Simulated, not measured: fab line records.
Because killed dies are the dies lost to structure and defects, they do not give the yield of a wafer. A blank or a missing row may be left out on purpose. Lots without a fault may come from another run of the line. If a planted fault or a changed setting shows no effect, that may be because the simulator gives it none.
3 desks looking at one fault :: flow nandHarc :: each desk has only its own numbers; what lay behind them comes last

== THE TOOL OWNER'S DESK: rieDiel-08 ==
The tool's own readings at NHARC_THIN_TSV_ETCH_44 (etches the open film in CF4/O2, target depth 1594.2 nm, time 797.1 s): means of the sampled wafers that have a number, for each lot that ran on this tool. The brackets show how far a lot's mean lies from the usual mean; more than 4 standard deviations puts the lot out of limits, marked OUT.
Columns: A = drypumpMotorCurrentA at NHARC_THIN_TSV_ETCH_44, usual 5.8 A; B = oesProductAu at NHARC_THIN_TSV_ETCH_44, usual 0.998 a.u.; C = rfFwdPowerW at NHARC_THIN_TSV_ETCH_44, usual 300.0 W; D = rfVppV at NHARC_THIN_TSV_ETCH_44, usual 794 V; E = showerheadPlenumPTorr at NHARC_THIN_TSV_ETCH_44, usual 1.82 Torr; F = throttleValvePct at NHARC_THIN_TSV_ETCH_44, usual 16.915 %
lot: L570
first seen here: day 20 21:14
A: 5.8
B: 0.988
C: 299.3
D: 792
E: 1.79
F: 16.919

lot: L568
first seen here: day 20 22:21
A: 5.9
B: 0.995
C: 299.7
D: 791
E: 1.78
F: 16.917

lot: L578
first seen here: day 22 12:49
A: 5.9
B: 0.915 (-6.0) OUT
C: 260.6 (-43) OUT
D: 791
E: 1.78
F: 16.914
This desk's finding: out of limits on L578; first on L578, day 22 12:49 (oesProductAu at NHARC_THIN_TSV_ETCH_44). In limits: L570, L568.

== METROLOGY DESK ==
Means of the sampled wafers that have a number, per lot and without regard to the tool the lot ran on: this is what the gauges read. The brackets show how far a lot's mean lies from the usual mean; more than 4 standard deviations puts the lot out of limits, marked OUT.
Columns: A = overlayXNm at NHARC_HYBRID_BOND_OVL_MEAS_05, usual 3 nm; B = overlayYNm at NHARC_HYBRID_BOND_OVL_MEAS_05, usual -7 nm
lot: L563
first seen here: day 18 16:04
A: -34
B: -33

lot: L564
first seen here: day 18 16:04
A: -26
B: -27

lot: L566
first seen here: day 19 16:27
A: 24
B: -16

lot: L567
first seen here: day 19 16:27
A: -10
B: 3

lot: L562
first seen here: day 19 16:28
A: 19
B: -22

lot: L568
first seen here: day 20 18:13
A: 33
B: -2

lot: L570
first seen here: day 20 18:13
A: -23
B: -16

lot: L569
first seen here: day 20 23:52
A: -0
B: -14

lot: L578
first seen here: day 22 08:37
A: 17
B: 1

lot: L580
first seen here: day 23 03:22
A: -14
B: -5

lot: L581
first seen here: day 23 03:23
A: 12
B: -12

lot: L583
first seen here: day 24 03:04
A: 53
B: -16

lot: L584
first seen here: day 24 03:04
A: 12
B: -8
This desk's finding: nothing out of limits on any of the 13 lots.

== THE DEFECT DESK ==
Lot by lot, what the route's inspections counted, given as the mean of those sampled wafers with a number. The brackets show how far a lot's mean lies from the usual mean; more than 4 standard deviations puts the lot out of limits, marked OUT.
Columns: A = rawDefectCount at NHARC_A_M0_INSPECT_11, usual 32
lot: L563
first seen here: day 17 18:08
A: 32

lot: L564
first seen here: day 17 18:43
A: 15

lot: L566
first seen here: day 18 13:20
A: 22

lot: L562
first seen here: day 18 16:35
A: 25

lot: L567
first seen here: day 18 18:56
A: 29

lot: L568
first seen here: day 19 17:51
A: 28

lot: L570
first seen here: day 19 18:07
A: 12

lot: L569
first seen here: day 20 00:13
A: 38

lot: L578
first seen here: day 21 09:00
A: 26

lot: L580
first seen here: day 22 02:10
A: 27

lot: L581
first seen here: day 22 08:10
A: 41

lot: L583
first seen here: day 23 06:02
A: 49

lot: L584
first seen here: day 23 06:38
A: 15
This desk's finding: nothing out of limits on any of the 13 lots.

== PUT TOGETHER ==
The tool owner's desk had the chance to raise an alarm at day 22 12:49 on L578.
Metrology desk: nothing out of limits seen.
Nothing the defect desk looked at was out of limits.
The metrology desk holds a record of L578, inside its limits.
The defect desk has L578 on record, within its limits.
The lots listed all ran NHARC_THIN_TSV_ETCH_44 on rieDiel-08.

== WHAT WAS PUT IN BY THE SIMULATOR ==
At NHARC_THIN_TSV_ETCH_44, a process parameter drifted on rieDiel-08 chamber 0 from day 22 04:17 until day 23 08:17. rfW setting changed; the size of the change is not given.
Struck lots among those shown: L578.
How many hours passed from the start of the fault until each desk's first out-of-limits reading: the tool owner's desk, 9.
